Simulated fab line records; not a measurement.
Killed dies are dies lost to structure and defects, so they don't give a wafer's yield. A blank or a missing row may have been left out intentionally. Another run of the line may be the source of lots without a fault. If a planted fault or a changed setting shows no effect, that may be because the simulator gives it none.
fab line records ; flow n5-finfet ; part 1 of 2: steps 1 to 4 of 6
record: lots: 23; wafers: 69; last-day: 21
route steps=1938 shown BEOL_M12@1635 BEOL_M13@1715 BEOL_M14@1729
lots untouched by any fault: they come from a run of this same line in which no faults occurred
start-h: hours from the record's first day to the start of the lot's first wafer shown ; wait-h: hours from the lot's prior step to this one ; " the same as in the row above ; L1.1+2: a single row standing in for several wafers ; - either no value or no given start ; * or withheld: withheld ; < > ~ a bound
route shown NAME@n: NAME is a module with steps in the file, n the number in the route of the first one ; usual: mean and standard deviation over wafers with no fault ; same: alike in all rows ; chamber/n: place in a boat ; sites: each site's reading ; _std_site: the standard deviation of these ; _edge_site: inner sites' mean taken away from outer sites' mean ; radius-mm: how far each site lies from the wafer's centre ; mask NAME#n: copy n ; behind: tool/chamber where the wafer was last shaped ; hold: why the lot was held/for how many hours/how that ended ; device: the transistor (n, p or np) that didn't switch ; end of line: the route-end tests of the same wafers ; a step without rows: its recipe alone ; killed: dies that structure and defects cost at the first sort, which is not the same as the wafer's yield ; map: dies across one wafer; x = killed, . = not, _ = none there
set.NAME: setting as actually run; set.NAME@STEP: the setting as run at that earlier step ; model.NAME: the simulator's own value behind a step, which no gauge read
steps of the route over a sample of lots; a table a step, a row a wafer
services: the hour from which a tool's chamber was out of use, counted from the record's first day as start-h (under 0 if before that day), plus the number of hours and why
== steps ==
step: N5_BEOL_M12_DESCUM_33
recipe: chemistry: O2; time-s: 7.9; source-power-w: 50; bias-power-w: 20; pressure-mtorr: 20; rf-frequency-hz: 2.712e+07; temp-c: 40; o2-flow-sccm: 225
usual: drypump-motor-current-A: 5.6/0.55; oes-product-au: 0.80/0.08; rf-vpp-V: 243.2/1.2; showerhead-plenum-p-Torr: 2.09/0.068; temp-c: 39.99/0.1; throttle-valve-pct: 20.18/0.17
lot.wafer;tool;chamber;start-h;wait-h;drypump-motor-current-A;oes-product-au;rf-hours-counter-h;rf-vpp-V;showerhead-plenum-p-Torr;temp-c;throttle-valve-pct
L075.1;rie-diel-05;1;295.61;0.0;6.4;0.83;70;242.4;2.02;40.14;19.99
L075.3;rie-diel-05;0;295.61;0.0;5.3;0.77;137;243.7;2.09;39.82;20.29
L075.6;rie-diel-05;0;295.61;0.0;5.2;0.77;-;243.7;2.09;40.02;20.27
L074.3;rie-diel-04;1;304.27;0.1;6.3;0.82;76;244.5;2.09;40.07;20.34
L074.4;rie-diel-04;2;304.27;0.1;4.9;0.71;-;243.1;2.06;39.98;19.95
L074.6;rie-diel-04;0;304.27;0.1;5.7;0.93;-;242.7;2.05;39.84;19.94
L076.1;rie-diel-04;1;311.92;0.5;6.3;0.82;82;243.6;2.09;39.85;20.35
L076.4;rie-diel-04;0;311.92;0.5;5.7;0.92;-;243.5;2.05;40.11;19.95
L076.6;rie-diel-04;2;311.92;0.5;4.9;0.70;-;243.8;2.06;40.05;19.96
L080.2;rie-diel-04;2;330.55;0.1;4.9;0.70;199;244.0;2.06;39.95;20.00
L080.3;rie-diel-04;3;330.55;0.1;6.6;0.96;2;243.9;2.16;40.03;20.17
L080.5;rie-diel-04;3;330.55;0.1;6.6;0.96;-;244.7;2.16;39.97;20.17
L081.1;rie-diel-01;3;333.88;0.5;5.6;0.79;116;242.3;2.02;39.97;20.10
L081.2;rie-diel-01;2;333.88;0.5;5.3;0.87;28;244.3;2.24;39.90;20.12
L081.5;rie-diel-01;2;333.88;0.5;5.2;0.87;-;245.6;2.24;40.02;20.13
L079.2;rie-diel-01;3;344.18;0.0;5.7;0.78;119;242.5;2.02;39.93;20.12
L079.3;rie-diel-01;2;344.18;0.0;5.2;0.86;32;245.5;2.24;39.88;20.12
L079.4;rie-diel-01;1;344.18;0.0;5.1;0.69;222;244.5;2.17;40.08;20.51
L083.2;rie-diel-01;3;347.74;1.1;5.6;0.77;121;243.2;2.02;40.00;20.12
L083.3;rie-diel-01;1;347.74;1.1;5.0;0.68;224;244.3;2.17;39.95;20.51
L083.4;rie-diel-01;2;347.74;1.1;5.2;0.85;-;246.6;2.24;40.22;20.13
L082.2;rie-diel-01;1;348.35;0.0;5.0;0.69;225;244.3;2.17;40.09;20.51
L082.5;rie-diel-01;1;348.35;0.0;5.0;0.68;-;245.2;2.17;39.95;20.52
L082.6;rie-diel-01;3;348.35;0.0;5.7;0.78;-;242.6;2.02;40.02;20.11
L078.2;rie-diel-04;1;350.24;0.0;6.3;0.79;96;245.0;2.09;40.12;20.36
L078.4;rie-diel-04;3;350.24;0.0;6.5;0.93;10;244.5;2.16;40.09;20.19
L078.6;rie-diel-04;1;350.24;0.0;6.4;0.79;-;243.0;2.09;39.95;20.36
L085.1;rie-diel-04;0;360.90;0.0;5.8;0.88;35;241.2;2.05;39.92;19.98
L085.2;rie-diel-04;3;360.90;0.0;6.6;0.92;14;242.9;2.15;39.87;20.18
L085.3;rie-diel-04;2;360.90;0.0;4.9;0.68;211;242.1;2.05;40.01;19.99
L086.3;rie-diel-05;2;367.92;0.0;5.4;0.71;201;242.5;2.06;39.77;20.06
L086.4;rie-diel-05;3;367.92;0.0;5.3;0.84;79;243.0;2.02;39.93;20.18
L086.5;rie-diel-05;2;367.92;0.0;5.4;0.72;-;242.6;2.06;40.00;20.06
L084.2;rie-diel-01;1;377.64;0.5;5.1;0.68;237;243.4;2.16;39.90;20.54
L084.4;rie-diel-01;0;377.64;0.5;5.5;1.00;3;243.2;2.07;39.92;20.17
L084.5;rie-diel-01;3;377.64;0.5;5.6;0.76;-;241.8;2.01;39.87;20.12
L089.2;rie-diel-04;3;383.31;0.0;6.5;0.90;23;245.3;2.15;39.88;20.21
L089.4;rie-diel-04;0;383.31;0.0;5.7;0.86;44;243.2;2.04;39.99;20.00
L089.6;rie-diel-04;1;383.31;0.0;6.3;0.79;-;243.2;2.08;40.21;20.39
L088.3;rie-diel-05;0;384.19;0.0;5.3;0.75;167;243.2;2.08;39.96;20.33
L088.5;rie-diel-05;1;384.19;0.0;6.4;0.79;-;241.8;2.01;40.05;20.03
L088.6;rie-diel-05;0;384.19;0.0;5.3;0.75;-;243.4;2.08;39.99;20.32
L087.2;rie-diel-01;3;393.39;0.0;5.6;0.76;140;241.2;2.01;40.21;20.15
L087.3;rie-diel-01;1;393.39;0.0;5.1;0.67;242;243.5;2.16;40.05;20.54
L087.5;rie-diel-01;1;393.39;0.0;5.1;0.67;-;244.8;2.16;40.11;20.53
L091.1;rie-diel-05;3;395.05;0.3;5.3;0.82;87;242.8;2.02;39.98;20.19
L091.2;rie-diel-05;2;395.05;0.3;5.4;0.71;209;242.9;2.06;39.90;20.06
L091.4;rie-diel-05;0;395.05;0.3;5.3;0.74;171;244.0;2.08;40.18;20.33
L090.2;rie-diel-04;1;412.81;0.0;6.3;0.78;117;243.2;2.08;39.93;20.40
L090.4;rie-diel-04;2;412.81;0.0;4.9;0.69;224;243.0;2.05;40.13;20.01
L090.5;rie-diel-04;0;412.81;0.0;5.8;0.85;-;242.3;2.04;39.91;20.01
L093.1;rie-diel-04;2;419.64;0.1;4.9;0.68;226;243.8;2.05;39.95;20.02
L093.5;rie-diel-04;1;419.64;0.1;6.4;0.78;-;244.1;2.08;39.86;20.39
L093.6;rie-diel-04;2;419.64;0.1;4.9;0.69;-;243.7;2.05;39.99;20.03
L094.2;rie-diel-04;2;424.32;0.0;4.9;0.67;228;242.7;2.05;40.21;20.02
L094.3;rie-diel-04;1;424.32;0.0;6.3;0.78;121;242.5;2.08;39.85;20.42
L094.4;rie-diel-04;3;424.32;0.0;6.6;0.87;37;243.9;2.15;39.89;20.22
L092.1;rie-diel-04;3;428.41;0.0;6.5;0.87;38;245.1;2.15;39.89;20.21
L092.4;rie-diel-04;1;428.41;0.0;6.4;0.77;123;244.3;2.08;39.90;20.41
L092.6;rie-diel-04;3;428.41;0.0;6.5;0.87;-;243.9;2.15;40.09;20.20
L097.1;rie-diel-01;0;438.10;0.0;5.5;0.91;28;243.8;2.06;40.02;20.21
L097.2;rie-diel-01;2;438.10;0.0;5.3;0.80;72;245.4;2.23;39.95;20.18
L097.4;rie-diel-01;2;438.10;0.0;5.3;0.81;-;243.7;2.23;39.95;20.17
L096.2;rie-diel-05;1;439.38;0.0;6.4;0.76;121;240.9;2.00;40.15;20.05
L096.3;rie-diel-05;2;439.38;0.0;5.4;0.70;224;243.1;2.05;40.12;20.09
L096.4;rie-diel-05;3;439.38;0.0;5.2;0.81;102;243.2;2.02;39.98;20.21
L095.2;rie-diel-01;2;472.11;0.0;5.3;0.80;84;245.1;2.22;40.11;20.20
L095.3;rie-diel-01;3;472.11;0.0;5.6;0.73;170;241.2;2.00;40.02;20.19
L095.5;rie-diel-01;0;472.11;0.0;5.5;0.89;-;241.9;2.06;39.96;20.23
step: N5_BEOL_M12_SPUTTER_44
recipe: material: Ta; target-thk-a: 100; temp-c: 50; bias-v: 80; power-w: 15000; chamber-pressure-pa: 0.07; time-s: 16.13
usual: throttle-valve-pct: 30.4/0.65
lot.wafer;tool;chamber;start-h;wait-h;throttle-valve-pct
L075.1;pvd-sputter-03;-;300.11;0.0;30.9
L075.3;pvd-sputter-03;-;300.11;0.0;29.3
L075.6;pvd-sputter-03;-;300.11;0.0;31.9
L074.3;pvd-sputter-01;-;305.78;0.0;29.6
L074.4;pvd-sputter-01;-;305.78;0.0;30.8
L074.6;pvd-sputter-01;-;305.78;0.0;31.1
L076.1;pvd-sputter-01;-;315.00;0.0;30.9
L076.4;pvd-sputter-01;-;315.00;0.0;30.2
L076.6;pvd-sputter-01;-;315.00;0.0;30.3
L080.2;pvd-sputter-01;-;332.18;0.0;30.8
L080.3;pvd-sputter-01;-;332.18;0.0;30.7
L080.5;pvd-sputter-01;-;332.18;0.0;30.4
L081.1;pvd-sputter-02;-;336.72;0.0;29.5
L081.2;pvd-sputter-02;-;336.72;0.0;30.8
L081.5;pvd-sputter-02;-;336.72;0.0;30.8
L079.2;pvd-sputter-03;-;347.03;0.0;30.4
L079.3;pvd-sputter-03;-;347.03;0.0;29.2
L079.4;pvd-sputter-03;-;347.03;0.0;31.9
L083.2;pvd-sputter-01;-;350.32;0.0;30.9
L083.3;pvd-sputter-01;-;350.32;0.0;30.5
L083.4;pvd-sputter-01;-;350.32;0.0;30.4
L082.2;pvd-sputter-03;-;350.62;0.0;29.2
L082.5;pvd-sputter-03;-;350.62;0.0;32.0
L082.6;pvd-sputter-03;-;350.62;0.0;30.9
L078.2;pvd-sputter-03;-;351.30;0.0;29.1
L078.4;pvd-sputter-03;-;351.30;0.0;32.2
L078.6;pvd-sputter-03;-;351.30;0.0;29.4
L085.1;pvd-sputter-01;-;363.97;0.0;29.8
L085.2;pvd-sputter-01;-;363.97;0.0;30.2
L085.3;pvd-sputter-01;-;363.97;0.0;30.8
L086.3;pvd-sputter-03;-;369.18;0.0;30.9
L086.4;pvd-sputter-03;-;369.18;0.0;29.3
L086.5;pvd-sputter-03;-;369.18;0.0;30.0
L084.2;pvd-sputter-02;-;379.02;0.0;30.0
L084.4;pvd-sputter-02;-;379.02;0.0;30.9
L084.5;pvd-sputter-02;-;379.02;0.0;30.9
L089.2;pvd-sputter-02;-;387.31;0.0;30.3
L089.4;pvd-sputter-02;-;387.31;0.0;29.6
L089.6;pvd-sputter-02;-;387.31;0.0;30.0
L088.3;pvd-sputter-02;-;387.63;0.0;30.3
L088.5;pvd-sputter-02;-;387.63;0.0;30.2
L088.6;pvd-sputter-02;-;387.63;0.0;30.0
L087.2;pvd-sputter-01;-;396.63;0.0;29.8
L087.3;pvd-sputter-01;-;396.63;0.0;30.3
L087.5;pvd-sputter-01;-;396.63;0.0;29.6
L091.1;pvd-sputter-02;-;396.66;0.0;30.3
L091.2;pvd-sputter-02;-;396.66;0.0;29.9
L091.4;pvd-sputter-02;-;396.66;0.0;29.7
L090.2;pvd-sputter-01;-;414.60;0.0;30.2
L090.4;pvd-sputter-01;-;414.60;0.0;30.8
L090.5;pvd-sputter-01;-;414.60;0.0;30.4
L093.1;pvd-sputter-01;-;420.75;0.0;29.8
L093.5;pvd-sputter-01;-;420.75;0.0;30.4
L093.6;pvd-sputter-01;-;420.75;0.0;31.1
L094.2;pvd-sputter-02;-;426.27;0.0;30.2
L094.3;pvd-sputter-02;-;426.27;0.0;30.9
L094.4;pvd-sputter-02;-;426.27;0.0;30.0
L092.1;pvd-sputter-01;-;429.54;0.0;29.9
L092.4;pvd-sputter-01;-;429.54;0.0;31.0
L092.6;pvd-sputter-01;-;429.54;0.0;31.1
L097.1;pvd-sputter-01;-;439.88;0.0;29.8
L097.2;pvd-sputter-01;-;439.88;0.0;30.2
L097.4;pvd-sputter-01;-;439.88;0.0;30.8
L096.2;pvd-sputter-03;-;440.52;0.0;31.8
L096.3;pvd-sputter-03;-;440.52;0.0;29.2
L096.4;pvd-sputter-03;-;440.52;0.0;30.4
L095.2;pvd-sputter-02;-;477.57;0.0;30.2
L095.3;pvd-sputter-02;-;477.57;0.0;29.4
L095.5;pvd-sputter-02;-;477.57;0.0;29.4
step: N5_BEOL_M12_DEP_53
recipe: material: SiCN; target-thk-a: 300; temp-c: withheld; precursor: 3MS/NH3; pressure-torr: 3; rf-w: 675; time-s: 10.5
usual: showerhead-plenum-p-Torr: 4.149/0.024; throttle-valve-pct: 18.0/1
lot.wafer;tool;chamber;start-h;wait-h;showerhead-plenum-p-Torr;throttle-valve-pct
L075.1;pecvd-01;2;301.11;0.0;4.114;17.3
L075.3;pecvd-01;0;301.11;0.0;4.137;19.0
L075.6;pecvd-01;1;301.11;0.0;4.181;18.2
L074.3;pecvd-03;1;306.79;0.0;4.164;18.9
L074.4;pecvd-03;0;306.79;0.0;4.175;17.8
L074.6;pecvd-03;2;306.79;0.0;4.121;16.2
L076.1;pecvd-03;0;316.06;0.0;4.160;18.0
L076.4;pecvd-03;1;316.06;0.0;4.169;19.3
L076.6;pecvd-03;2;316.06;0.0;4.133;16.1
L080.2;pecvd-01;1;333.18;0.0;4.187;18.4
L080.3;pecvd-01;2;333.18;0.0;4.123;17.4
L080.5;pecvd-01;2;333.18;0.0;4.130;17.3
L081.1;pecvd-03;1;339.28;0.0;4.172;19.3
L081.2;pecvd-03;0;339.28;0.0;4.172;18.1
L081.5;pecvd-03;1;339.28;0.0;4.168;19.2
L079.2;pecvd-01;2;348.02;0.0;4.128;17.3
L079.3;pecvd-01;0;348.02;0.0;4.130;19.3
L079.4;pecvd-01;0;348.02;0.0;4.108;19.1
L083.2;pecvd-03;0;351.33;0.0;4.169;17.9
L083.3;pecvd-03;2;351.33;0.0;4.126;16.4
L083.4;pecvd-03;0;351.33;0.0;4.172;17.8
L082.2;pecvd-01;1;351.61;0.0;4.179;18.6
L082.5;pecvd-01;0;351.61;0.0;4.112;19.2
L082.6;pecvd-01;1;351.61;0.0;4.181;18.5
L078.2;pecvd-02;2;352.29;0.0;4.147;16.4
L078.4;pecvd-02;0;352.29;0.0;4.144;18.0
L078.6;pecvd-02;2;352.29;0.0;4.129;16.3
L085.1;pecvd-03;1;364.99;0.0;4.172;18.9
L085.2;pecvd-03;0;364.99;0.0;4.170;18.1
L085.3;pecvd-03;2;364.99;0.0;4.129;16.2
L086.3;pecvd-01;1;370.19;0.0;4.186;18.5
L086.4;pecvd-01;0;370.19;0.0;4.118;18.9
L086.5;pecvd-01;1;370.19;0.0;4.183;18.5
L084.2;pecvd-03;1;380.03;0.0;4.162;18.8
L084.4;pecvd-03;2;380.03;0.0;4.124;16.1
L084.5;pecvd-03;1;380.03;0.0;4.180;19.0
L089.2;pecvd-02;0;388.55;0.0;4.149;17.8
L089.4;pecvd-02;0;388.55;0.0;4.149;17.9
L089.6;pecvd-02;0;388.55;0.0;4.143;17.9
L088.3;pecvd-01;2;388.64;0.0;4.124;17.5
L088.5;pecvd-01;0;388.64;0.0;4.120;19.0
L088.6;pecvd-01;1;388.64;0.0;4.186;18.8
L087.2;pecvd-02;1;398.04;0.0;4.169;18.5
L087.3;pecvd-02;2;398.04;0.0;4.150;16.3
L087.5;pecvd-02;0;398.04;0.0;4.152;17.9
L091.1;pecvd-01;2;398.17;0.0;4.118;17.2
L091.2;pecvd-01;0;398.17;0.0;4.127;19.1
L091.4;pecvd-01;0;398.17;0.0;4.119;19.3
L090.2;pecvd-01;1;415.61;0.0;4.179;18.6
L090.4;pecvd-01;0;415.61;0.0;4.117;18.9
L090.5;pecvd-01;1;415.61;0.0;4.180;18.7
L093.1;pecvd-03;2;421.75;0.0;4.124;16.5
L093.5;pecvd-03;1;421.75;0.0;4.166;19.3
L093.6;pecvd-03;2;421.75;0.0;4.133;16.6
L094.2;pecvd-02;0;427.44;0.0;4.146;17.9
L094.3;pecvd-02;2;427.44;0.0;4.151;16.2
L094.4;pecvd-02;2;427.44;0.0;4.147;16.2
L092.1;pecvd-01;0;430.61;0.0;4.126;19.1
L092.4;pecvd-01;1;430.61;0.0;4.182;18.6
L092.6;pecvd-01;0;430.61;0.0;4.125;19.0
L097.1;pecvd-03;1;440.87;0.0;4.164;19.2
L097.2;pecvd-03;2;440.87;0.0;4.138;16.5
L097.4;pecvd-03;0;440.87;0.0;4.171;18.2
L096.2;pecvd-01;1;441.51;0.0;4.181;18.5
L096.3;pecvd-01;0;441.51;0.0;4.126;19.1
L096.4;pecvd-01;2;441.51;0.0;4.119;17.3
L095.2;pecvd-02;1;478.64;0.0;4.179;18.4
L095.3;pecvd-02;0;478.64;0.0;4.131;17.9
L095.5;pecvd-02;2;478.64;0.0;4.153;16.6
step: N5_BEOL_M13_INSPECT_55
recipe: inspect-instrument: darkfield; mode: post-dep
usual: raw-defect-count: 74/25
lot.wafer;tool;chamber;start-h;wait-h;raw-defect-count
L075.1;defect-inspect-02;-;306.69;0.0;90
L075.3;defect-inspect-02;-;306.69;0.0;118
L075.6;defect-inspect-02;-;306.69;0.0;121
L074.3;defect-inspect-02;-;312.46;0.0;51
L074.4;defect-inspect-02;-;312.46;0.0;92
L074.6;defect-inspect-02;-;312.46;0.0;73
L076.1;defect-inspect-02;-;325.57;0.0;52
L076.4;defect-inspect-02;-;325.57;0.0;89
L076.6;defect-inspect-02;-;325.57;0.0;44
L080.2;defect-inspect-02;-;339.94;0.0;53
L080.3;defect-inspect-02;-;339.94;0.0;39
L080.5;defect-inspect-02;-;339.94;0.0;31
L081.1;defect-inspect-02;-;344.11;0.0;66
L081.2;defect-inspect-02;-;344.11;0.0;88
L081.5;defect-inspect-02;-;344.11;0.0;81
L079.2;defect-inspect-02;-;355.30;0.0;47
L079.3;defect-inspect-02;-;355.30;0.0;54
L079.4;defect-inspect-02;-;355.30;0.0;70
L082.2;defect-inspect-01;-;358.58;0.0;72
L082.5;defect-inspect-01;-;358.58;0.0;66
L082.6;defect-inspect-01;-;358.58;0.0;57
L078.2;defect-inspect-01;-;359.77;0.0;60
L078.4;defect-inspect-01;-;359.77;0.0;69
L078.6;defect-inspect-01;-;359.77;0.0;60
L083.2;defect-inspect-02;-;360.32;0.0;64
L083.3;defect-inspect-02;-;360.32;0.0;107
L083.4;defect-inspect-02;-;360.32;0.0;88
L085.1;defect-inspect-01;-;369.71;0.0;44
L085.2;defect-inspect-01;-;369.71;0.0;45
L085.3;defect-inspect-01;-;369.71;0.0;35
L086.3;defect-inspect-02;-;379.80;0.0;39
L086.4;defect-inspect-02;-;379.80;0.0;58
L086.5;defect-inspect-02;-;379.80;0.0;70
L084.2;defect-inspect-01;-;388.94;0.0;46
L084.4;defect-inspect-01;-;388.94;0.0;66
L084.5;defect-inspect-01;-;388.94;0.0;55
L089.2;defect-inspect-02;-;394.48;0.0;59
L089.4;defect-inspect-02;-;394.48;0.0;41
L089.6;defect-inspect-02;-;394.48;0.0;70
L088.3;defect-inspect-02;-;397.43;0.0;49
L088.5;defect-inspect-02;-;397.43;0.0;82
L088.6;defect-inspect-02;-;397.43;0.0;61
L087.2;defect-inspect-01;-;403.94;0.0;80
L087.3;defect-inspect-01;-;403.94;0.0;96
L087.5;defect-inspect-01;-;403.94;0.0;63
L091.1;defect-inspect-02;-;404.16;0.0;107
L091.2;defect-inspect-02;-;404.16;0.0;101
L091.4;defect-inspect-02;-;404.16;0.0;63
L090.2;defect-inspect-01;-;421.05;0.0;145
L090.4;defect-inspect-01;-;421.05;0.0;92
L090.5;defect-inspect-01;-;421.05;0.0;100
L093.1;defect-inspect-01;-;426.67;0.0;111
L093.5;defect-inspect-01;-;426.67;0.0;96
L093.6;defect-inspect-01;-;426.67;0.0;140
L094.2;defect-inspect-02;-;432.76;0.0;83
L094.3;defect-inspect-02;-;432.76;0.0;130
L094.4;defect-inspect-02;-;432.76;0.0;92
L092.1;defect-inspect-01;-;438.10;0.0;56
L092.4;defect-inspect-01;-;438.10;0.0;55
L092.6;defect-inspect-01;-;438.10;0.0;57
L097.1;defect-inspect-01;-;450.85;0.0;86
L097.2;defect-inspect-01;-;450.85;0.0;132
L097.4;defect-inspect-01;-;450.85;0.0;96
L096.2;defect-inspect-02;-;453.44;0.0;58
L096.3;defect-inspect-02;-;453.44;0.0;78
L096.4;defect-inspect-02;-;453.44;0.0;60
L095.2;defect-inspect-01;-;483.36;0.0;82
L095.3;defect-inspect-01;-;483.36;0.0;80
L095.5;defect-inspect-01;-;483.36;0.0;75
